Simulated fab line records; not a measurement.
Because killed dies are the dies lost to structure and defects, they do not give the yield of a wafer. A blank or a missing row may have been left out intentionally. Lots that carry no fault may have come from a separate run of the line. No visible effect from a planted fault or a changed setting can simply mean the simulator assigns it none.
fab line records    flow nandHarc
record: lots: 5  wafers: 15  lastDay: 30
route steps=1302 shown A_ZERO_WELL@402 A_SOURCE_PLATE@413 A_ONON_D1@424 END@1301
lots untouched by any fault: they come from a run of this same line in which no faults occurred
startH: the number of hours between the record's first day and the start of the first shown wafer of the lot    waitH: hours since the lot's step before    " as in the row above    L1.1+2: a row that stands for several wafers    - either no value or no given start    * or withheld: withheld    < > ~ a bound
route shown NAME@n: names a module that has steps shown in the file, with the first one's number in the route    usual: mean/standard deviation of fault-free wafers    same: alike in all rows    chamber/n: place in a boat    sites: each site's reading    _std_site: standard deviation across them    _edge_site: the outer-site mean with the inner-site mean subtracted    radiusMm: for every site, how far away it sits from the centre of the wafer    mask NAME#n: copy n    behind: the last tool/chamber to shape the wafer    hold: cause of the lot's hold/its duration in hours/its outcome    device: names the non-switching transistor (n, p or np)    end of line: the tests these same wafers got at the end of their route    where a step has no rows: the recipe by itself    killed: at the first sort, the dies lost to defects and structure; wafer yield is something else    map: per-die view of a wafer (x killed, . not killed, _ where there is no die)
set.NAME: setting as actually run; set.NAME@STEP: the setting as run at that earlier step    model.NAME: the simulator's own value behind a step, which no gauge read
lots at some steps of the route; a table a step, a row a wafer
services: from which hour (startH, from the record's first day; less than 0 if before it) a tool's chamber was out of use, for how many hours, and why
== steps ==
step: NHARC_A_ZERO_WELL_HARDBAKE_11
recipe: tempC: 118  timeS: 65
step: NHARC_A_ZERO_WELL_DESCUM_12
recipe: timeS: 3  o2FlowSccm: 200  arFlowSccm: 0  biasPowerW: 0  chemistry: O2
step: NHARC_A_ZERO_WELL_ETCH_19
recipe: targetDepthA: 800  overetchA: 240  timeS: 87.88  ionEnergyEv: 200  n2FlowSccm: 150  h2FlowSccm: 150  arFlowSccm: 0  rfW: 400  biasW: 150  chemistry: N2/H2
step: NHARC_A_ZERO_WELL_ETCH_13
recipe: targetDepthA: 1200  timeS: 40.1  hbrFlowSccm: 150  cl2FlowSccm: 50  rfW: 400  icpW: 400  biasW: 100  chemistry: HBr/Cl2
step: NHARC_A_ZERO_WELL_STRIP_14
recipe: timeS: 900  tempC: 130  chemistry: SPM
step: NHARC_A_ZERO_WELL_IMPLANT_15
recipe: energyKev: 150  doseCm2: 1e+13  tiltDeg: 7
step: NHARC_A_ZERO_WELL_PRECLEAN_22
recipe: timeS: 60  tempC: 50  bathAgeMin: 0  chemistry: SC1
step: NHARC_A_ZERO_WELL_SRD_23
step: NHARC_A_ZERO_WELL_RTA_16
recipe: tempC: 1000  timeS: 10
step: NHARC_A_SOURCE_PLATE_PRECLEAN_00
recipe: timeS: 60  chemistry: HF-LAST
lot.wafer   tool         chamber  startH  waitH
L503.4+6+5  wetBench-01  3,4,6    156.25  0.1
L509.4+5+3  wetBench-04  5,7,0    202.46  0.1
L516.3+6+5  wetBench-04  3,4,5    268.56  0.1
L518.5+3+4  wetBench-04  3,6,0    290.82  0.0
L517.1+6+3  wetBench-04  1,2,6    292.07  0.1
step: NHARC_A_SOURCE_PLATE_SRD_01
step: NHARC_A_SOURCE_PLATE_OXIDE_02
recipe: targetThkA: 100  tempC: 900  oxTimeS: 1362  material: SiO2
step: NHARC_A_SOURCE_PLATE_PVD_04
recipe: targetThkA: 500  material: WSi2
step: NHARC_A_SOURCE_PLATE_CVD_03
recipe: targetThkA: 2000  tempC: 620  pressureMtorr: 200  timeS: 4000  material: poly-Si
step: NHARC_A_SOURCE_PLATE_ANNEAL_05
recipe: tempC: 850  timeS: 1800
step: NHARC_A_ONON_D1_DEP_00
recipe: targetThkA: 10000  n2FlowSccm: 2750  n2oFlowSccm: 2000  nh3FlowSccm: 500  sih4FlowSccm: 210  tempC: 400
step: NHARC_A_ONON_D1_DEP_03
recipe: targetThkA: 10000  n2FlowSccm: 2750  n2oFlowSccm: 2000  nh3FlowSccm: 500  sih4FlowSccm: 210  tempC: 400
step: NHARC_A_ONON_D1_DEP_06
recipe: targetThkA: 10000  n2FlowSccm: 2750  n2oFlowSccm: 2000  nh3FlowSccm: 500  sih4FlowSccm: 210  tempC: 400
step: NHARC_A_ONON_D1_DEP_09
recipe: targetThkA: 10000  n2FlowSccm: 2750  n2oFlowSccm: 2000  nh3FlowSccm: 500  sih4FlowSccm: 210  tempC: 400
step: NHARC_A_ONON_D1_DEP_12
recipe: targetThkA: 10000  n2FlowSccm: 2750  n2oFlowSccm: 2000  nh3FlowSccm: 500  sih4FlowSccm: 210  tempC: 400
step: NHARC_A_ONON_D1_ANNEAL_15
recipe: tempC: 750  timeS: 3600
step: NHARC_A_ONON_D1_DEP_16
recipe: targetThkA: 10000  n2FlowSccm: 2750  n2oFlowSccm: 2000  nh3FlowSccm: 500  sih4FlowSccm: 210  tempC: 400
step: NHARC_A_ONON_D1_DEP_19
recipe: targetThkA: 10000  n2FlowSccm: 2750  n2oFlowSccm: 2000  nh3FlowSccm: 500  sih4FlowSccm: 210  tempC: 400
step: NHARC_A_ONON_D1_DEP_22
recipe: targetThkA: 10000  n2FlowSccm: 2750  n2oFlowSccm: 2000  nh3FlowSccm: 500  sih4FlowSccm: 210  tempC: 400
step: NHARC_A_ONON_D1_DEP_25
recipe: targetThkA: 10000  n2FlowSccm: 2750  n2oFlowSccm: 2000  nh3FlowSccm: 500  sih4FlowSccm: 210  tempC: 400
step: NHARC_END_WLT_00
usual: VT_DECK1_BOTTOM: 0.874/0.0069  VT_DECK1_BOTTOM_INNER: 0.874/0.0069  VT_DECK1_MEDIAN_NEAR_BOTTOM: 0.875/0.0073  VT_DECK1_MEDIAN_NEAR_BOTTOM_INNER: 0.875/0.0076  VT_DECK1_MIDDLE: 0.888/0.0068  VT_DECK1_MIDDLE_INNER: 0.887/0.0071  VT_DECK1_TOP: 0.899/0.0076  VT_DECK1_TOP_INNER: 0.900/0.0074  VT_DECK2_BOTTOM: 0.874/0.0064  VT_DECK2_BOTTOM_INNER: 0.873/0.0065  VT_DECK2_MEDIAN_NEAR_BOTTOM: 0.875/0.0062  VT_DECK2_MEDIAN_NEAR_BOTTOM_INNER: 0.874/0.0062  VT_DECK2_MIDDLE: 0.887/0.0067  VT_DECK2_MIDDLE_INNER: 0.887/0.0067  VT_DECK2_TOP: 0.899/0.0074  VT_DECK2_TOP_INNER: 0.899/0.0059
lot.wafer  tool       chamber  startH  waitH  VT_DECK1_BOTTOM  VT_DECK1_BOTTOM_INNER  VT_DECK1_MEDIAN_NEAR_BOTTOM  VT_DECK1_MEDIAN_NEAR_BOTTOM_INNER  VT_DECK1_MIDDLE  VT_DECK1_MIDDLE_INNER  VT_DECK1_TOP  VT_DECK1_TOP_INNER  VT_DECK2_BOTTOM  VT_DECK2_BOTTOM_INNER  VT_DECK2_MEDIAN_NEAR_BOTTOM  VT_DECK2_MEDIAN_NEAR_BOTTOM_INNER  VT_DECK2_MIDDLE  VT_DECK2_MIDDLE_INNER  VT_DECK2_TOP  VT_DECK2_TOP_INNER
L503.4     prober-01  -        569.20  1.5    0.878            0.874                  0.870                        0.880                              0.889            0.886                  0.887         0.889               0.872            0.870                  0.874                        0.880                              0.882            0.887                  0.895         0.898
L503.5     "          -        "       "      0.871            0.866                  0.872                        0.877                              0.892            0.886                  0.887         0.898               0.869            0.862                  0.872                        0.869                              0.886            0.883                  0.902         0.893
L503.6     "          -        "       "      0.867            0.874                  0.869                        0.864                              0.880            0.882                  0.899         0.897               0.873            0.875                  0.882                        0.870                              0.876            0.882                  0.896         0.895
L509.3     prober-02  -        619.19  1.1    0.870            0.863                  0.866                        0.873                              0.882            0.874                  0.897         0.897               0.874            0.872                  0.877                        0.876                              0.892            0.889                  0.901         0.898
L509.4     "          -        "       "      0.874            0.871                  0.879                        0.872                              0.885            0.881                  0.896         0.890               0.871            0.872                  0.878                        0.879                              0.880            0.891                  0.895         0.902
L509.5     "          -        "       "      0.866            0.876                  0.863                        0.861                              0.886            0.881                  0.889         0.895               0.870            0.878                  0.881                        0.869                              0.887            0.890                  0.902         0.898
L516.3     prober-02  -        692.20  1.0    1.008            1.007                  1.010                        1.000                              1.014            1.025                  1.037         1.039               1.017            1.018                  1.016                        1.007                              1.023            1.018                  1.044         1.034
L516.5     "          -        "       "      1.000            1.000                  1.009                        1.000                              1.021            1.020                  1.042         1.039               1.005            1.001                  0.996                        1.001                              1.034            1.033                  1.033         1.034
L516.6     "          -        "       "      1.014            1.013                  1.011                        1.003                              1.020            1.015                  1.034         1.040               1.005            1.017                  1.011                        1.013                              1.022            1.022                  1.039         1.035
L517.1     prober-01  -        719.71  0.0    1.004            0.999                  1.001                        1.001                              1.014            1.019                  1.027         1.033               0.996            0.992                  0.996                        0.999                              1.018            1.008                  1.023         1.025
L517.3     "          -        "       "      1.007            0.993                  1.000                        1.000                              1.015            1.015                  1.021         1.024               0.997            0.998                  0.999                        0.994                              1.010            1.018                  1.031         1.038
L517.6     "          -        722.17  2.5    0.997            0.998                  1.001                        1.004                              1.024            1.022                  1.023         1.031               0.993            0.993                  0.998                        0.997                              1.010            1.007                  1.020         1.013
L518.3     prober-02  -        720.75  1.1    0.986            0.987                  0.993                        0.994                              1.002            1.010                  1.021         1.019               1.002            1.003                  1.009                        1.003                              1.017            1.020                  1.032         1.029
L518.4     "          -        "       "      0.992            0.988                  0.982                        0.992                              1.012            1.004                  1.016         1.028               1.004            1.000                  0.999                        0.999                              1.021            1.018                  1.036         1.035
L518.5     "          -        "       "      1.002            1.007                  0.994                        0.998                              1.017            1.009                  1.022         1.022               0.999            0.992                  1.005                        1.010                              1.021            1.016                  1.035         1.032
== services ==
tool         chamber  startH  hours  kind
wetBench-04  -        227.20  8.0    pm
wetBench-01  -        228.79  85.0   repair
wetBench-04  0        235.20  -      consumableReplace:bath
wetBench-04  0        235.20  -      consumableReplace:filter
wetBench-04  1        235.20  -      consumableReplace:bath
wetBench-04  1        235.20  -      consumableReplace:filter
wetBench-04  2        235.20  -      consumableReplace:bath
wetBench-04  2        235.20  -      consumableReplace:filter
wetBench-04  3        235.20  -      consumableReplace:bath
wetBench-04  3        235.20  -      consumableReplace:filter
wetBench-04  4        235.20  -      consumableReplace:bath
wetBench-04  4        235.20  -      consumableReplace:filter
wetBench-04  5        235.20  -      consumableReplace:bath
wetBench-04  5        235.20  -      consumableReplace:filter
wetBench-04  6        235.20  -      consumableReplace:bath
wetBench-04  6        235.20  -      consumableReplace:filter
wetBench-04  7        235.20  -      consumableReplace:bath
wetBench-04  7        235.20  -      consumableReplace:filter
== key ==
firstSign: step: NHARC_END_WLT_00  reading: VT_DECK2_TOP_INNER  direction: up  sigmas: 22  usual: 0.899  struck: 1.030
effect: step: NHARC_END_WLT_00  reading: VT_DECK2_MEDIAN_NEAR_BOTTOM  direction: up  sigmas: 21  usual: 0.875  struck: 1.003
metAt NHARC_A_SOURCE_PLATE_PRECLEAN_00
struckWafers L516.3,L516.5,L516.6,L517.1,L517.3,L517.6,L518.3,L518.4,L518.5
testerLeftOut L516,L517,L518
onsetBetween 202.46 268.56
alsoFits time
fault: kind: metallicContaminationSource  tool: wetBench-04  chamber: -  onsetH: 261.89  steps: NHARC_A_SOURCE_PLATE_PRECLEAN_00  rateCm2PerVisit: 2.2658e+12  species: metalFeCm2
testerLeftOut: of these lots the tester's yield and bins aren't shown, on N5 and GAA mostly nor the transistor test; their killed dies are dies lost to structure and defects alone, not to doping, threshold or leakage, so they don't give the yield
